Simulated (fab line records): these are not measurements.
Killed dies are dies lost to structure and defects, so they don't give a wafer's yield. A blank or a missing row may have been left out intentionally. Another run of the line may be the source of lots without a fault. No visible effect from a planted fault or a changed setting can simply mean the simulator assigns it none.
Which of the tools did it? || flow nand_harc || Sampling: 13 lots, 39 wafers, 6 of 1159 route steps

WHAT EACH GAUGE READ, for each wafer
NHARC_P_GATE_CD_MEAS_46: target cd 720 nm. Usual: cd_nm 720.7 nm, standard deviation 1.7.
{"lot": "L799", "measured": "day 5 08:38", "on": "cd_sem-01", "cd_nm (nm)": "721.6 724.2 724.8", "flag": ""}
{"lot": "L800", "measured": "day 5 14:13", "on": "cd_sem-03", "cd_nm (nm)": "720.4 720.7 719.3", "flag": ""}
{"lot": "L801", "measured": "day 5 12:50", "on": "cd_sem-02", "cd_nm (nm)": "722.8 724.3 725.0", "flag": ""}
{"lot": "L802", "measured": "day 6 09:38", "on": "cd_sem-02", "cd_nm (nm)": "721.6 721.6 720.1", "flag": ""}
{"lot": "L804", "measured": "day 6 12:46", "on": "cd_sem-02", "cd_nm (nm)": "722.3 720.4 721.0", "flag": ""}
{"lot": "L805", "measured": "day 6 13:28", "on": "cd_sem-03", "cd_nm (nm)": "720.9 722.0 722.9", "flag": ""}
{"lot": "L809", "measured": "day 7 17:46", "on": "cd_sem-03", "cd_nm (nm)": "720.6 723.0 721.6", "flag": ""}
{"lot": "L816", "measured": "day 9 13:32", "on": "cd_sem-02", "cd_nm (nm)": "721.7 721.0 720.2", "flag": ""}
{"lot": "L817", "measured": "day 9 22:14", "on": "cd_sem-03", "cd_nm (nm)": "720.4 721.7 722.0", "flag": ""}
{"lot": "L818", "measured": "day 10 02:07", "on": "cd_sem-03", "cd_nm (nm)": "719.8 720.1 721.5", "flag": ""}
{"lot": "L819", "measured": "day 10 02:42", "on": "cd_sem-02", "cd_nm (nm)": "723.3 721.0 720.3", "flag": ""}
{"lot": "L820", "measured": "day 10 13:18", "on": "cd_sem-03", "cd_nm (nm)": "722.7 718.4 718.3", "flag": ""}
{"lot": "L822", "measured": "day 10 17:20", "on": "cd_sem-02", "cd_nm (nm)": "719.8 723.5 723.3", "flag": ""}

NHARC_P_GATE_CD_MEAS_91: target cd 2000 nm. Usual: cd_nm 2000.7 nm, standard deviation 2.1.
{"lot": "L799", "measured": "day 5 12:40", "on": "cd_sem-02", "cd_nm (nm)": "1999.8 2002.9 2001.4", "flag": ""}
{"lot": "L800", "measured": "day 5 17:44", "on": "cd_sem-02", "cd_nm (nm)": "2000.7 1999.5 2001.0", "flag": ""}
{"lot": "L801", "measured": "day 5 16:12", "on": "cd_sem-02", "cd_nm (nm)": "2001.1 1998.5 1996.6", "flag": ""}
{"lot": "L802", "measured": "day 6 13:01", "on": "cd_sem-02", "cd_nm (nm)": "2000.2 2001.2 1999.2", "flag": ""}
{"lot": "L804", "measured": "day 6 16:22", "on": "cd_sem-03", "cd_nm (nm)": "2001.4 2000.6 2002.3", "flag": ""}
{"lot": "L805", "measured": "day 6 17:04", "on": "cd_sem-03", "cd_nm (nm)": "2003.6 2001.4 2002.2", "flag": ""}
{"lot": "L809", "measured": "day 7 21:03", "on": "cd_sem-01", "cd_nm (nm)": "- - -", "flag": "OFF"}
{"lot": "L816", "measured": "day 9 16:53", "on": "cd_sem-02", "cd_nm (nm)": "1998.9 1997.1 1996.1", "flag": ""}
{"lot": "L817", "measured": "day 10 01:42", "on": "cd_sem-02", "cd_nm (nm)": "1999.6 2000.4 2001.0", "flag": ""}
{"lot": "L818", "measured": "day 10 05:31", "on": "cd_sem-01", "cd_nm (nm)": "1997.7 2004.0 2001.3", "flag": ""}
{"lot": "L819", "measured": "day 10 06:03", "on": "cd_sem-01", "cd_nm (nm)": "2000.5 2001.2 2001.1", "flag": ""}
{"lot": "L820", "measured": "day 10 16:46", "on": "cd_sem-01", "cd_nm (nm)": "1999.0 2002.0 2001.1", "flag": ""}
{"lot": "L822", "measured": "day 10 20:53", "on": "cd_sem-03", "cd_nm (nm)": "1998.9 2002.3 1998.1", "flag": ""}

NHARC_END_SORT_01. Usual: killed_at_array 27, standard deviation 8.8; killed_at_other 0.4, standard deviation 0.82; killed_at_periphery 3.1, standard deviation 2.1; killed_dies 31, standard deviation 8.8; killed_open 3.3, standard deviation 2; killed_short 2.0, standard deviation 1.4.
{"lot": "L799", "measured": "day 20 03:44", "on": "prober-01", "killed_at_array": "29 18 21", "killed_at_other": "0 0 0", "killed_at_periphery": "0 1 1", "killed_dies": "29 19 22", "killed_open": "5 5 2", "killed_short": "3 0 1", "flag": ""}
{"lot": "L801", "measured": "day 19 22:36", "on": "prober-02", "killed_at_array": "33 40 40", "killed_at_other": "0 1 0", "killed_at_periphery": "3 3 5", "killed_dies": "36 44 45", "killed_open": "3 5 4", "killed_short": "4 3 3", "flag": ""}
{"lot": "L809", "measured": "day 21 12:00", "on": "prober-02", "killed_at_array": "37 27 36", "killed_at_other": "0 1 0", "killed_at_periphery": "640 649 641", "killed_dies": "677 677 677", "killed_open": "7 3 2", "killed_short": "2 0 2", "flag": "OFF"}
{"lot": "L816", "measured": "day 23 18:00", "on": "prober-02", "killed_at_array": "26 24 27", "killed_at_other": "0 0 0", "killed_at_periphery": "5 2 1", "killed_dies": "31 26 28", "killed_open": "8 5 6", "killed_short": "0 1 1", "flag": ""}

WHICH TOOL RAN EACH LOT (tool, then ch and the chambers of the sampled wafers, then the start)
{"lot": "L799", "NHARC_P_GATE_ALD_36": "ald_sin-04 ch 0,1,3, day 4 22:02", "NHARC_P_GATE_STRIP_75": "plasma_asher-02 ch 1, day 5 09:58", "NHARC_P_GATE_EXPOSE_88": "krf_scanner-03 ch 0, day 5 12:31"}
{"lot": "L800", "NHARC_P_GATE_ALD_36": "ald_sin-02 ch 1,2, day 5 03:07", "NHARC_P_GATE_STRIP_75": "plasma_asher-01 ch 0,1, day 5 15:02", "NHARC_P_GATE_EXPOSE_88": "krf_scanner-01 ch 0, day 5 17:34"}
{"lot": "L801", "NHARC_P_GATE_ALD_36": "ald_sin-03 ch 0,3, day 5 03:14", "NHARC_P_GATE_STRIP_75": "plasma_asher-02 ch 0,1, day 5 13:41", "NHARC_P_GATE_EXPOSE_88": "krf_scanner-03 ch 0, day 5 16:03"}
{"lot": "L802", "NHARC_P_GATE_ALD_36": "ald_sin-02 ch 1,3, day 5 20:49", "NHARC_P_GATE_STRIP_75": "plasma_asher-02 ch 0,1, day 6 10:29", "NHARC_P_GATE_EXPOSE_88": "krf_scanner-02 ch 0, day 6 12:51"}
{"lot": "L804", "NHARC_P_GATE_ALD_36": "ald_sin-03 ch 0,3, day 6 03:26", "NHARC_P_GATE_STRIP_75": "plasma_asher-02 ch 0,1, day 6 13:40", "NHARC_P_GATE_EXPOSE_88": "krf_scanner-01 ch 0, day 6 16:13"}
{"lot": "L805", "NHARC_P_GATE_ALD_36": "ald_sin-04 ch 0,1,3, day 6 06:04", "NHARC_P_GATE_STRIP_75": "plasma_asher-02 ch 0,1, day 6 14:35", "NHARC_P_GATE_EXPOSE_88": "krf_scanner-03 ch 0, day 6 16:55"}
{"lot": "L809", "NHARC_P_GATE_ALD_36": "ald_sin-04 ch 0,2,3, day 7 08:20", "NHARC_P_GATE_STRIP_75": "plasma_asher-02 ch 0,1, day 7 18:36", "NHARC_P_GATE_EXPOSE_88": "krf_scanner-03 ch 0, day 7 20:54"}
{"lot": "L816", "NHARC_P_GATE_ALD_36": "ald_sin-03 ch 0,2, day 9 03:58", "NHARC_P_GATE_STRIP_75": "plasma_asher-01 ch 0,1, day 9 14:23", "NHARC_P_GATE_EXPOSE_88": "krf_scanner-02 ch 0, day 9 16:43"}
{"lot": "L817", "NHARC_P_GATE_ALD_36": "ald_sin-04 ch 0,2, day 9 09:49", "NHARC_P_GATE_STRIP_75": "plasma_asher-01 ch 0, day 9 23:04", "NHARC_P_GATE_EXPOSE_88": "krf_scanner-01 ch 0, day 10 01:32"}
{"lot": "L818", "NHARC_P_GATE_ALD_36": "ald_sin-02 ch 0,1,2, day 9 17:47", "NHARC_P_GATE_STRIP_75": "plasma_asher-02 ch 0,1, day 10 02:59", "NHARC_P_GATE_EXPOSE_88": "krf_scanner-02 ch 0, day 10 05:22"}
{"lot": "L819", "NHARC_P_GATE_ALD_36": "ald_sin-03 ch 1,2,3, day 9 18:24", "NHARC_P_GATE_STRIP_75": "plasma_asher-02 ch 0,1, day 10 03:32", "NHARC_P_GATE_EXPOSE_88": "krf_scanner-01 ch 0, day 10 05:53"}
{"lot": "L820", "NHARC_P_GATE_ALD_36": "ald_sin-04 ch 0,1,2, day 10 03:54", "NHARC_P_GATE_STRIP_75": "plasma_asher-02 ch 0,1, day 10 14:08", "NHARC_P_GATE_EXPOSE_88": "krf_scanner-03 ch 0, day 10 16:36"}
{"lot": "L822", "NHARC_P_GATE_ALD_36": "ald_sin-03 ch 1,2,3, day 10 06:40", "NHARC_P_GATE_STRIP_75": "plasma_asher-01 ch 0,1, day 10 18:10", "NHARC_P_GATE_EXPOSE_88": "krf_scanner-02 ch 0, day 10 20:44"}
- NHARC_P_GATE_ALD_36: deposits SiNx, target thk 20 nm, pulse time 60 s, ald cycles 223.
- NHARC_P_GATE_STRIP_75: strips in O2.
- NHARC_P_GATE_EXPOSE_88: exposes mask P HVN, target cd 2000 nm.

WHAT THE TOOLS THEMSELVES READ (means of the sampled wafers that have a number; where no wafer has one, the mark that the record gives instead)
NHARC_P_GATE_ALD_36. Usual: heater_power_w 813 W, standard deviation 49; precursor_pulse_height_rel 0.997, standard deviation 0.02.
{"lot": "L799", "tool": "ald_sin-04", "heater_power_w (W)": 803, "precursor_pulse_height_rel": 0.989, "flag": ""}
{"lot": "L800", "tool": "ald_sin-02", "heater_power_w (W)": 771, "precursor_pulse_height_rel": 1.004, "flag": ""}
{"lot": "L801", "tool": "ald_sin-03", "heater_power_w (W)": 817, "precursor_pulse_height_rel": 1.001, "flag": ""}
{"lot": "L802", "tool": "ald_sin-02", "heater_power_w (W)": 829, "precursor_pulse_height_rel": 1.008, "flag": ""}
{"lot": "L804", "tool": "ald_sin-03", "heater_power_w (W)": 795, "precursor_pulse_height_rel": 0.987, "flag": ""}
{"lot": "L805", "tool": "ald_sin-04", "heater_power_w (W)": 798, "precursor_pulse_height_rel": 0.994, "flag": ""}
{"lot": "L809", "tool": "ald_sin-04", "heater_power_w (W)": 793, "precursor_pulse_height_rel": 0.984, "flag": ""}
{"lot": "L816", "tool": "ald_sin-03", "heater_power_w (W)": 808, "precursor_pulse_height_rel": 0.998, "flag": ""}
{"lot": "L817", "tool": "ald_sin-04", "heater_power_w (W)": 841, "precursor_pulse_height_rel": 0.967, "flag": ""}
{"lot": "L818", "tool": "ald_sin-02", "heater_power_w (W)": 786, "precursor_pulse_height_rel": 1.009, "flag": ""}
{"lot": "L819", "tool": "ald_sin-03", "heater_power_w (W)": 852, "precursor_pulse_height_rel": 0.981, "flag": ""}
{"lot": "L820", "tool": "ald_sin-04", "heater_power_w (W)": 802, "precursor_pulse_height_rel": 1.015, "flag": ""}
{"lot": "L822", "tool": "ald_sin-03", "heater_power_w (W)": 833, "precursor_pulse_height_rel": 1.007, "flag": ""}

NHARC_P_GATE_STRIP_75. Usual: drypump_motor_current_A 5.8 A, standard deviation 0.6; heater_power_w 358 W, standard deviation 27.
{"lot": "L799", "tool": "plasma_asher-02", "drypump_motor_current_A (A)": 5.8, "heater_power_w (W)": 330, "flag": ""}
{"lot": "L800", "tool": "plasma_asher-01", "drypump_motor_current_A (A)": 5.5, "heater_power_w (W)": 390, "flag": ""}
{"lot": "L801", "tool": "plasma_asher-02", "drypump_motor_current_A (A)": 6.3, "heater_power_w (W)": 339, "flag": ""}
{"lot": "L802", "tool": "plasma_asher-02", "drypump_motor_current_A (A)": 6.3, "heater_power_w (W)": 342, "flag": ""}
{"lot": "L804", "tool": "plasma_asher-02", "drypump_motor_current_A (A)": 6.1, "heater_power_w (W)": 335, "flag": ""}
{"lot": "L805", "tool": "plasma_asher-02", "drypump_motor_current_A (A)": 6.3, "heater_power_w (W)": 342, "flag": ""}
{"lot": "L809", "tool": "plasma_asher-02", "drypump_motor_current_A (A)": 6.3, "heater_power_w (W)": 338, "flag": ""}
{"lot": "L816", "tool": "plasma_asher-01", "drypump_motor_current_A (A)": 5.1, "heater_power_w (W)": 393, "flag": ""}
{"lot": "L817", "tool": "plasma_asher-01", "drypump_motor_current_A (A)": 5.7, "heater_power_w (W)": 382, "flag": ""}
{"lot": "L818", "tool": "plasma_asher-02", "drypump_motor_current_A (A)": 6.3, "heater_power_w (W)": 334, "flag": ""}
{"lot": "L819", "tool": "plasma_asher-02", "drypump_motor_current_A (A)": 6.1, "heater_power_w (W)": 331, "flag": ""}
{"lot": "L820", "tool": "plasma_asher-02", "drypump_motor_current_A (A)": 6.3, "heater_power_w (W)": 335, "flag": ""}
{"lot": "L822", "tool": "plasma_asher-01", "drypump_motor_current_A (A)": 5.4, "heater_power_w (W)": 389, "flag": ""}

NHARC_P_GATE_EXPOSE_88. Usual: reticle_temp_C 23.01 C, standard deviation 0.1.
{"lot": "L799", "tool": "krf_scanner-03", "reticle_temp_C (C)": 23.11, "flag": ""}
{"lot": "L800", "tool": "krf_scanner-01", "reticle_temp_C (C)": 23.07, "flag": ""}
{"lot": "L801", "tool": "krf_scanner-03", "reticle_temp_C (C)": 23.00, "flag": ""}
{"lot": "L802", "tool": "krf_scanner-02", "reticle_temp_C (C)": 23.00, "flag": ""}
{"lot": "L804", "tool": "krf_scanner-01", "reticle_temp_C (C)": 23.05, "flag": ""}
{"lot": "L805", "tool": "krf_scanner-03", "reticle_temp_C (C)": 23.03, "flag": ""}
{"lot": "L809", "tool": "krf_scanner-03", "reticle_temp_C (C)": 23.15, "flag": ""}
{"lot": "L816", "tool": "krf_scanner-02", "reticle_temp_C (C)": 22.94, "flag": ""}
{"lot": "L817", "tool": "krf_scanner-01", "reticle_temp_C (C)": 22.87, "flag": ""}
{"lot": "L818", "tool": "krf_scanner-02", "reticle_temp_C (C)": 23.02, "flag": ""}
{"lot": "L819", "tool": "krf_scanner-01", "reticle_temp_C (C)": 23.00, "flag": ""}
{"lot": "L820", "tool": "krf_scanner-03", "reticle_temp_C (C)": 22.90, "flag": ""}
{"lot": "L822", "tool": "krf_scanner-02", "reticle_temp_C (C)": 22.84, "flag": ""}

THE ANSWER, worked out from the rows above alone
Rule: a lot is off if the mean of its wafers that have a number lies more than 3 standard deviations from the usual mean. Also off: a lot with no number at a reading for which 4 or more lots have one. All remaining lots with rows at the step are treated as sound. Order of review: gauges by route order, followed by the tools' own readings, for which a lot's mean as printed above is used. At the first step where some lot is off, the reading lying furthest off is the one used; lots without a number count as furthest.
Off: L809 (NHARC_P_GATE_CD_MEAS_91, cd_nm). Without a number there: L809.
A tool fits if, at a process step before that reading, it ran every lot that is off, and no sound lot after the first of them. Not tried: the gauges at NHARC_P_GATE_CD_MEAS_91; whatever is off there is also off at NHARC_END_SORT_01, on other tools, and gauge error can't account for it. No candidate that was tried fits.

WHAT THE SIMULATOR PUT IN
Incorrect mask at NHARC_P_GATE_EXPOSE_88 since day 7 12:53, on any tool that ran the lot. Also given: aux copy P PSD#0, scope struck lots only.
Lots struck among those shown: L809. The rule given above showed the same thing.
